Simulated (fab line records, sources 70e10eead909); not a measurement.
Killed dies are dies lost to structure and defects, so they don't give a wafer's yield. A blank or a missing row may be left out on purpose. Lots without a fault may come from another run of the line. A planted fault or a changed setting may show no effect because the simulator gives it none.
fab line records | flow nand_harc
record lots=7 wafers=21 last_day=32
route steps=1302 shown P_CONTACT@248 P_M0@253
lots that met no fault: from a run of the same line without faults
start_h: hours from the record's first day to the start of the lot's first wafer shown | wait_h: hours since the lot's step before | " the same as in the row above | L1.1+2: a row that stands for several wafers | - no value, or no start given | * or withheld: withheld | < > ~ a bound
route shown NAME@n: a module of which the file shows steps, and the number in the route of the first | usual: mean/standard deviation of fault-free wafers | same: alike in all rows | chamber/n: place in a boat | sites: the reading at each site | _std_site: their standard deviation | _edge_site: outer sites' mean less inner sites' | radius_mm: how far each site lies from the wafer's centre | mask NAME#n: copy n | behind: the tool/chamber that last shaped the wafer | hold: why the lot was held/for how many hours/how that ended | device: the transistor (n, p or np) that didn't switch | end of line: the same wafers' tests at the end of the route | a step without rows: its recipe alone | killed: dies lost to structure and defects at the first sort, not the wafer's yield | map: a wafer's dies, x killed, . not, _ none there
set.NAME: the setting as run; set.NAME@STEP: as run at that earlier step | model.NAME: the simulator's own value behind a step, which no gauge read
lots at some steps of the route; a table a step, a row a wafer
services: from which hour (start_h, from the record's first day; less than 0 if before it) a tool's chamber was out of use, for how many hours, and why
## steps
# step NHARC_P_CONTACT_CVD_23
# recipe target_thk_a=2000 temp_c=300 pressure_torr=40 wf6_flow_sccm=40 h2_flow_sccm=1600 ar_flow_sccm=1560 time_s=557 material=W
# usual heater_power_w=451/43 throttle_valve_pct=7.89/0.25
# columns lot.wafer tool chamber start_h wait_h heater_power_w throttle_valve_pct
L765.2 cvd_w-01 0 - - 421 7.75
L765.3 " 0 " " 420 7.76
L765.5 " 0 " " 413 7.90
L775.2 cvd_w-02 1 - - 443 7.70
L775.4 " 0 " " 421 8.13
L775.6 " 0 " " 415 7.99
L777.3 cvd_w-02 1 - - 438 7.92
L777.4 " 0 " " 412 8.11
L777.5 " 1 " " 427 7.87
L778.3 cvd_w-02 1 - - 443 8.04
L778.4 " 0 " " 423 8.32
L778.5 " 1 " " 433 7.94
L780.1 cvd_w-01 1 - - 518 7.84
L780.5 " 1 " " 496 7.75
L780.6 " 1 " " 523 7.60
L781.1 cvd_w-01 0 - - 420 8.21
L781.4 " 1 " " 520 7.71
L781.3 " 0 " " 416 8.08
L784.1 cvd_w-01 0 - - 418 7.99
L784.3 " 0 " " 418 7.99
L784.5 " 0 " " 415 8.03
# step NHARC_P_CONTACT_CMP_24
# recipe t_overpolish_s=30 target_thk_nm=200
# usual motor_current_A=12.5/0.89 overpolish_run_s=30.000/0.0096 time_to_endpoint_s=39/3.9
# columns lot.wafer tool chamber start_h wait_h motor_current_A overpolish_run_s time_to_endpoint_s
L765.2 cmp-01 1 123.21 0.6 12.6 30.001 44
L765.3 " 3 " " 11.6 29.989 37
L765.5 " 2 " " 12.1 29.992 44
L775.2 cmp-04 1 224.28 0.6 11.5 30.014 37
L775.4 " 3 " " 15.1 29.997 41
L775.6 " 0 " " 11.6 30.002 44
L777.4 cmp-04 3 237.45 0.3 14.3 29.995 36
L777.3 " 2 " " 12.6 29.986 35
L777.5 " 3 " " 13.8 29.985 35
L778.4 cmp-04 1 269.89 0.3 11.7 29.990 35
L778.3 " 0 " " 11.9 29.991 45
L778.5 " 1 " " 12.1 30.007 36
L780.1 cmp-02 0 270.98 1.1 11.1 30.002 35
L780.5 " 1 " " 12.0 29.992 34
L780.6 " 2 " " 11.7 30.007 36
L781.4 cmp-04 1 278.91 0.4 11.8 29.991 36
L781.3 " 2 " " 12.3 29.998 36
L781.1 " 3 " " 15.4 30.005 36
L784.3 cmp-04 1 321.68 0.3 12.1 29.994 36
L784.1 " 3 " " 14.5 30.000 38
L784.5 " 0 " " 11.7 29.998 44
# step NHARC_P_CONTACT_SRD_26
# step NHARC_P_CONTACT_INSPECT_27
# usual raw_defect_count=325/120
# columns lot.wafer tool chamber start_h wait_h raw_defect_count
L765.2 defect_inspect-01 - 123.61 0.1 243
L765.3 " - " " 301
L765.5 " - " " 346
L775.2 defect_inspect-01 - 224.66 0.1 789
L775.4 " - " " 350
L775.6 " - " " 399
L777.3 defect_inspect-01 - 237.85 0.1 305
L777.4 " - " " 247
L777.5 " - " " 280
L778.3 defect_inspect-02 - 270.29 0.1 333
L778.4 " - " " 391
L778.5 " - " " 253
L780.1 defect_inspect-02 - 271.30 0.1 366
L780.5 " - " " 240
L780.6 " - " " 497
L781.1 defect_inspect-01 - 279.30 0.1 251
L781.3 " - " " 287
L781.4 " - " " 227
L784.1 defect_inspect-02 - 322.08 0.1 403
L784.3 " - " " 277
L784.5 " - " " 340
# step NHARC_P_M0_DEP_00
# recipe target_thk_a=1500 target_thk_nm=150 temp_c=withheld pressure_torr=5 flow_sccm=200 rf_w=600 material=SiOC
# step NHARC_P_M0_DEHYDRATE_01
# recipe temp_c=150 time_s=120
# step NHARC_P_M0_HMDS_02
# recipe time_s=30
# step NHARC_P_M0_COAT_33
# recipe temp_c=200 time_s=65
# step NHARC_P_M0_COAT_03
# recipe spin_rpm=1500 resist_thk_nm=90
# step NHARC_P_M0_SOFTBAKE_04
# recipe temp_c=105 time_s=55
# step NHARC_P_M0_EBR_05
# step NHARC_P_M0_EXPOSE_06
# recipe na=1.35 target_cd_nm=90 dose_mj=81.28 mask_id=P_M0
# usual exposure_dose_mJ_cm2=81.21/0.1 focus_offset_nm=-0.1/0.52
# columns lot.wafer tool chamber start_h wait_h mask exposure_dose_mJ_cm2 focus_offset_nm
L765.2 arfi_scanner-01 0 124.38 - P_M0#0 81.33 -0.3
L765.3 " 0 " " P_M0#0 81.26 -1.0
L765.5 " 0 " " P_M0#0 81.24 -0.4
L775.2 arfi_scanner-03 0 225.42 - P_M0#0 81.34 0.3
L775.4 " 0 " " P_M0#0 81.38 0.2
L775.6 " 0 " " P_M0#0 81.26 0.0
L777.3 arfi_scanner-03 0 238.80 - P_M0#0 102.22 -0.2
L777.4 " 0 " " P_M0#0 102.17 -0.2
L777.5 " 0 " " P_M0#0 102.35 0.6
L778.3 arfi_scanner-03 0 271.06 - P_M0#0 97.91 0.6
L778.4 " 0 " " P_M0#0 97.96 1.2
L778.5 " 0 " " P_M0#0 97.92 0.5
L780.1 arfi_scanner-02 0 272.09 - P_M0#0 81.10 -0.2
L780.5 " 0 " " P_M0#0 81.21 -0.5
L780.6 " 0 " " P_M0#0 81.03 -0.6
L781.1 arfi_scanner-03 0 280.37 - P_M0#0 94.68 0.2
L781.3 " 0 " " P_M0#0 94.59 -0.2
L781.4 " 0 " " P_M0#0 94.75 0.2
L784.1 arfi_scanner-02 0 322.97 - P_M0#0 81.01 0.1
L784.3 " 0 " " P_M0#0 81.12 0.7
L784.5 " 0 " " P_M0#0 81.09 0.2
# step NHARC_P_M0_PEB_07
# recipe peb_temp_c=100 peb_time_s=65
# step NHARC_P_M0_DEVELOP_08
# recipe develop_time_s=35 dev_temp_c=23
# step NHARC_P_M0_CD_MEAS_09
# recipe target_cd_nm=90 landing_energy_ev=500
# usual cd_nm=89.6/1
# columns lot.wafer tool chamber start_h wait_h cd_nm
L765.2 cd_sem-01 0 124.52 - 89.2
L765.3 " 0 " " 88.3
L765.5 " 0 " " 88.7
L775.2 cd_sem-03 0 225.56 - 88.0
L775.4 " 0 " " 89.4
L775.6 " 0 " " 89.1
L777.3 cd_sem-01 0 238.93 - 104.9
L777.4 " 0 " " 103.3
L777.5 " 0 " " 104.7
L778.3 cd_sem-01 0 271.20 - 101.7
L778.4 " 0 " " 102.4
L778.5 " 0 " " 101.9
L780.1 cd_sem-03 0 272.23 - 88.2
L780.5 " 0 " " 88.1
L780.6 " 0 " " 88.6
L781.1 cd_sem-03 0 280.51 - 99.0
L781.3 " 0 " " 101.1
L781.4 " 0 " " 100.7
L784.1 cd_sem-02 0 323.11 - 88.8
L784.3 " 0 " " 88.4
L784.5 " 0 " " 88.8
# step NHARC_P_M0_OVL_MEAS_10
# recipe pitch_nm=180
# usual overlay_x_nm=0.1/0.92 overlay_y_nm=0.0/0.84
# columns lot.wafer tool chamber start_h wait_h overlay_x_nm overlay_y_nm
L765.2 overlay-01 - 124.61 - 1.4 -0.1
L765.3 " - " " 1.6 0.3
L765.5 " - " " 1.1 0.2
L775.2 overlay-01 - 225.65 - 0.9 -0.2
L775.4 " - " " 0.9 0.3
L775.6 " - " " 1.1 -0.4
L777.3 overlay-02 - 239.02 - -0.4 1.2
L777.4 " - " " 0.3 0.7
L777.5 " - " " -0.3 1.1
L778.3 overlay-02 - 271.28 - 1.3 0.9
L778.4 " - " " 1.7 0.9
L778.5 " - " " 1.4 0.3
L780.1 overlay-02 - 272.32 - -1.0 -0.4
L780.5 " - " " -0.4 -0.4
L780.6 " - " " -0.6 -0.4
L781.1 overlay-02 - 280.60 - 0.9 0.5
L781.3 " - " " 0.7 0.4
L781.4 " - " " 1.5 0.7
L784.1 overlay-01 - 323.20 - -1.1 0.1
L784.3 " - " " -0.5 0.2
L784.5 " - " " -0.3 0.2
# step NHARC_P_M0_INSPECT_11
# usual raw_defect_count=4.1/2.2
# columns lot.wafer tool chamber start_h wait_h raw_defect_count
L765.2 defect_inspect-02 - 124.64 0.0 5
L765.3 " - " " 8
L765.5 " - " " 6
L775.2 defect_inspect-01 - 225.68 0.0 7
L775.4 " - " " 7
L775.6 " - " " 2
L777.3 defect_inspect-02 - 239.05 0.0 3
L777.4 " - " " 4
L777.5 " - " " 3
L778.3 defect_inspect-01 - 271.32 0.0 4
L778.4 " - " " 1
L778.5 " - " " 6
L780.1 defect_inspect-02 - 272.35 0.0 4
L780.5 " - " " 4
L780.6 " - " " 1
L781.1 defect_inspect-01 - 280.64 0.0 1
L781.3 " - " " 4
L781.4 " - " " 2
L784.1 defect_inspect-01 - 323.24 0.0 6
L784.3 " - " " 1
L784.5 " - " " 3
# step NHARC_P_M0_DESCUM_14
# recipe time_s=3 o2_flow_sccm=200 ar_flow_sccm=0 bias_power_w=0 chemistry=O2
# usual drypump_motor_current_A=6.2/0.41 oes_product_au=0.996/0.0094 rf_vpp_V=57.7/0.92 showerhead_plenum_p_Torr=1.92/0.088 throttle_valve_pct=11.311/0.0095
# columns lot.wafer tool chamber start_h wait_h drypump_motor_current_A oes_product_au rf_hours_counter_h rf_vpp_V showerhead_plenum_p_Torr throttle_valve_pct model.P_M0.cd_nm
L765.2 rie_diel-09 0 124.70 0.1 5.7 1.002 44 56.7 1.77 11.311 89.23
L765.3 " 1 " " 6.1 1.000 47 56.9 1.92 11.316 88.98
L765.5 " 1 " " 6.1 1.006 - 57.7 1.92 11.316 89.16
L775.2 rie_diel-13 2 225.94 0.3 5.4 0.993 17 58.2 2.00 11.301 88.53
L775.4 " 2 " " 5.4 0.997 - 56.7 2.00 11.315 89.17
L775.6 " 3 " " 5.9 1.011 - 57.8 1.77 11.305 89.39
L777.3 rie_diel-13 1 239.11 0.1 6.4 0.992 13 58.2 2.00 11.309 104.8
L777.4 " 3 " " 5.9 0.998 20 58.6 1.77 11.310 103.7
L777.5 " 1 " " 6.4 0.985 - 58.2 2.00 11.307 105
L778.4 rie_diel-02 1 271.38 0.1 6.6 0.996 6 59.7 1.90 11.302 101.9
L778.3 " 3 " " 6.6 0.997 6 56.1 1.80 11.323 101.4
L778.5 " 2 " " 6.5 0.982 - 59.3 1.92 11.321 101.5
L780.1 rie_diel-02 2 272.43 0.1 6.4 0.980 7 57.3 1.92 11.314 88.33
L780.6 " 1 " " 6.6 0.990 - 56.5 1.90 11.316 88.44
L780.5 " 2 " " 6.4 0.993 - 57.1 1.92 11.310 87.97
L781.3 rie_diel-02 2 280.70 0.1 6.5 0.993 8 56.8 1.92 11.303 100.7
L781.1 " 3 " " 6.6 0.998 7 56.1 1.80 11.306 98.58
L781.4 " 1 " " 6.6 0.986 8 57.5 1.90 11.323 100.8
L784.1 rie_diel-02 2 323.30 0.1 6.4 0.986 19 57.7 1.91 11.306 88.69
L784.3 " 1 " " 6.6 0.992 19 57.0 1.90 11.298 88.14
L784.5 " 3 " " 6.6 0.995 - 58.1 1.80 11.300 88.77
# step NHARC_P_M0_ETCH_34
# recipe target_depth_a=400 overetch_a=120 time_s=43.94 ion_energy_ev=200 n2_flow_sccm=150 h2_flow_sccm=150 ar_flow_sccm=0 rf_w=400 bias_w=150 chemistry=N2/H2
# usual drypump_motor_current_A=6.3/0.39 oes_product_au=0.995/0.0094 rf_vpp_V=430.8/2.6 showerhead_plenum_p_Torr=2.05/0.095 throttle_valve_pct=14.173/0.0088
# columns lot.wafer tool chamber start_h wait_h drypump_motor_current_A oes_product_au rf_hours_counter_h rf_vpp_V showerhead_plenum_p_Torr throttle_valve_pct
L765.2 rie_diel-02 3 125.08 0.4 6.6 1.003 8 427.7 1.92 14.169
L765.3 " 0 " " 6.2 1.007 6 434.6 2.17 14.179
L765.5 " 0 " " 6.2 0.996 - 434.4 2.17 14.188
L775.2 rie_diel-13 3 226.94 1.0 5.9 0.996 18 426.1 1.89 14.172
L775.4 " 1 " " 6.4 0.990 9 432.8 2.13 14.166
L775.6 " 0 " " 6.0 1.010 - 432.3 2.13 14.166
L777.3 rie_diel-13 0 239.20 0.1 6.0 1.018 21 432.4 2.13 14.172
L777.4 " 3 " " 5.9 1.000 20 427.7 1.89 14.179
L777.5 " 1 " " 6.4 0.989 - 433.3 2.13 14.184
L778.3 rie_diel-02 2 271.53 0.1 6.4 0.978 7 431.2 2.04 14.159
L778.4 " 3 " " 6.6 1.003 6 428.0 1.92 14.178
L778.5 " 0 " " 6.2 1.009 - 434.6 2.17 14.170
L780.1 rie_diel-02 0 272.68 0.2 6.1 1.010 6 433.3 2.17 14.157
L780.6 " 3 " " 6.6 0.997 - 427.1 1.92 14.158
L780.5 " 0 " " 6.2 1.005 - 434.4 2.17 14.180
L781.1 rie_diel-02 1 280.79 0.1 6.6 0.992 8 430.9 2.03 14.185
L781.3 " 3 " " 6.6 1.005 7 428.8 1.92 14.184
L781.4 " 0 " " 6.1 1.005 7 433.2 2.17 14.178
L784.1 rie_diel-02 2 323.39 0.1 6.5 0.993 19 428.8 2.04 14.165
L784.3 " 1 " " 6.6 0.994 19 429.3 2.02 14.181
L784.5 " 3 " " 6.6 1.010 - 427.4 1.91 14.178
# step NHARC_P_M0_ETCH_15
# recipe target_depth_a=1500 overetch_a=150 time_s=82.5 c4f8_flow_sccm=withheld ar_flow_sccm=400 rf_w=600 bias_w=300 chemistry=C4F8/Ar
# usual oes_product_au=0.960/0.017 rf_vpp_V=441.1/2.9
# columns lot.wafer tool chamber start_h wait_h oes_product_au rf_hours_counter_h rf_vpp_V model.P_M0.cd_nm
L765.2 rie_diel-02 3 - - 0.996 8 438.1 88.87
L765.3 " 0 " " 0.987 6 443.5 88.84
L765.5 " 1 " " 0.987 - 440.1 88.97
L775.4 rie_diel-13 1 - - 0.978 10 443.9 88.79
L775.2 " 3 " " 0.929 18 435.1 88.31
L775.6 " 2 " " 0.926 - 444.3 89.16
L777.3 rie_diel-13 1 - - 0.938 14 442.0 104.4
L777.4 " 2 " " 0.950 22 443.5 103.9
L777.5 " 0 " " 0.961 - 443.0 104.8
L778.3 rie_diel-02 2 - - 0.924 7 441.9 101.7
L778.4 " 3 " " 0.946 6 437.5 102.5
L778.5 " 1 " " 0.947 - 441.8 101.2
L780.1 rie_diel-02 3 - - 0.947 6 436.5 88.09
L780.6 " 0 " " 0.959 - 445.7 89.43
L780.5 " 1 " " 0.941 - 439.2 87.9
L781.3 rie_diel-02 1 - - 0.973 8 439.5 101.6
L781.4 " 3 " " 0.960 7 435.9 100.5
L781.1 " 0 " " 0.982 7 445.1 98.32
L784.3 rie_diel-02 0 - - 0.974 19 444.6 88.11
L784.1 " 2 " " 0.950 19 440.1 89.2
L784.5 " 3 " " 0.952 - 435.7 89.57
# step NHARC_P_M0_CD_MEAS_16
# usual cd_nm=89.6/1.2
# columns lot.wafer tool chamber start_h wait_h cd_nm
L765.2 cd_sem-03 - 125.31 - 89.2
L765.3 " - " " 88.7
L765.5 " - " " 89.1
L775.2 cd_sem-02 - 227.30 - 88.2
L775.4 " - " " 88.7
L775.6 " - " " 89.2
L777.3 cd_sem-01 - 240.38 - 104.5
L777.4 " - " " 104.0
L777.5 " - " " 104.8
L778.3 cd_sem-01 - 271.74 - 101.5
L778.4 " - " " 102.7
L778.5 " - " " 101.3
L780.1 cd_sem-02 - 272.89 - 88.3
L780.5 " - " " 87.7
L780.6 " - " " 89.6
L781.1 cd_sem-02 - 281.00 - 98.5
L781.3 " - " " 101.8
L781.4 " - " " 100.3
L784.1 cd_sem-03 - 323.61 - 89.1
L784.3 " - " " 88.0
L784.5 " - " " 89.6
## services
# columns tool chamber start_h hours kind
rie_diel-02 1 100.53 2.7 repair
cmp-04 - 111.00 4.0 pm
rie_diel-02 0 111.93 9.2 repair
rie_diel-02 2 117.46 9.4 repair
arfi_scanner-03 - 160.21 1.1 repair
rie_diel-02 2 162.77 3.7 repair
rie_diel-13 - 165.07 9.0 pm
arfi_scanner-03 - 175.78 0.9 repair
cvd_w-01 - 185.56 13.0 pm
rie_diel-02 0 187.84 16.3 repair
rie_diel-02 1 195.46 4.7 repair
arfi_scanner-03 - 196.02 4.0 pm
cmp-04 - 209.00 4.0 pm
arfi_scanner-03 - 214.40 1.5 repair
cvd_w-01 1 214.76 10.2 repair
rie_diel-13 1 215.77 10.2 repair
cmp-04 - 216.19 0.8 repair
rie_diel-02 - 217.04 9.0 pm
arfi_scanner-03 - 236.14 0.3 repair
rie_diel-02 - 246.15 0.7 repair
rie_diel-13 0 282.21 20.6 repair
rie_diel-02 3 288.04 6.1 repair
cmp-04 - 307.00 4.0 pm
rie_diel-13 0 320.88 6.4 repair
## key
first_sign step=NHARC_P_M0_EXPOSE_06 reading=exposure_dose_mJ_cm2 direction=up sigmas=99+ usual=81.21 struck=98.28
effect step=NHARC_P_M0_CD_MEAS_09 reading=cd_nm direction=up sigmas=12 usual=89.6 struck=102.2 through=control_loop
effect step=NHARC_P_M0_CD_MEAS_16 reading=cd_nm direction=up sigmas=10 usual=89.6 struck=102.2 through=control_loop
model_effect step=NHARC_P_M0_DESCUM_14 value=P_M0.cd_nm without=90.31 struck=102.1
model_effect step=NHARC_P_M0_ETCH_15 value=P_M0.cd_nm without=90.35 struck=102.1
met_at NHARC_P_M0_EXPOSE_06
struck_wafers L777.3,L777.4,L777.5,L778.3,L778.4,L778.5,L781.1,L781.3,L781.4
sort_left_out L777.3,L777.4,L777.5,L778.3,L778.4,L778.5,L781.1,L781.3,L781.4
loop_trim step=NHARC_P_M0_EXPOSE_06 setting=dose lots=L778,L781
onset_between 225.42 238.80
fault kind=process_parameter_drift tool=arfi_scanner-03 chamber=- onset_h=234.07 steps=NHARC_P_M0_EXPOSE_06 channel=dose_mj offset=20.977 shape=step acts_in=these_recipes_only stated=81.28
# sort_left_out: the simulated sort isn't trusted on such a fault, so these wafers' sort isn't shown, and their yield isn't known
# loop_trim: a control loop set the setting to another value than it would have without faults
